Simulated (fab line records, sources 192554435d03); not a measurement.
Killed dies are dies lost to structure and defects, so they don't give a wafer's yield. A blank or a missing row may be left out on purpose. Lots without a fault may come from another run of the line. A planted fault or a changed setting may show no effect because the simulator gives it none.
Chamber matching | flow n5_finfet | N5_BEOL_M3_STRIP_19 on rie_diel-03: 4 sister chambers
The step strips in O2. 7 wafers are shown with their chamber, then 8 later ones without.

WAFERS WITH THEIR CHAMBER
wafer  | chamber | drypump_motor_current_A (A) | throttle_valve_pct (%)
L079.6 | 2       | 6.6                         | 16.82
L084.2 | 0       | 5.2                         | 16.68
L084.6 | 1       | 5.9                         | 16.41
L085.1 | 3       | 6.4                         | 16.77
L085.2 | 1       | 5.8                         | 16.40
L085.6 | 0       | 5.3                         | 16.71
L091.1 | 3       | 6.4                         | 16.80

WAFERS WITHOUT THEIR CHAMBER
wafer  | drypump_motor_current_A (A) | throttle_valve_pct (%)
L091.2 | 6.6                         | 16.87
L091.4 | 5.8                         | 16.42
L092.1 | 5.3                         | 16.71
L092.3 | 5.8                         | 16.43
L092.4 | 6.6                         | 16.90
L093.1 | 6.6                         | 16.90
L093.5 | 5.8                         | 16.44
L093.6 | 6.6                         | 16.90

WHICH CHAMBER EACH WENT THROUGH
wafer  | from the rows above | in truth
L091.2 | 2                   | 2
L091.4 | 1                   | 1
L092.1 | 0                   | 0
L092.3 | 1                   | 1
L092.4 | 2                   | 2
L093.1 | 2                   | 2
L093.5 | 1                   | 1
L093.6 | 2                   | 2
Placed correctly: 8 of 8. Can't be placed from these rows: 0. Placed wrongly: 0.
How it was worked out, from the rows above alone: a wafer's distance from a chamber is the root of the sum, over the readings, of the square of ((its reading less the chamber's mean) divided by the reading's scatter). The wafer belongs to the nearest chamber; if the next one is less than 2 further off, it can't be placed. A chamber's mean is the mean of its shown wafers. The scatter: the root of (the sum of the squares of (reading less its chamber's mean) over the shown wafers, divided by (wafers less chambers)).
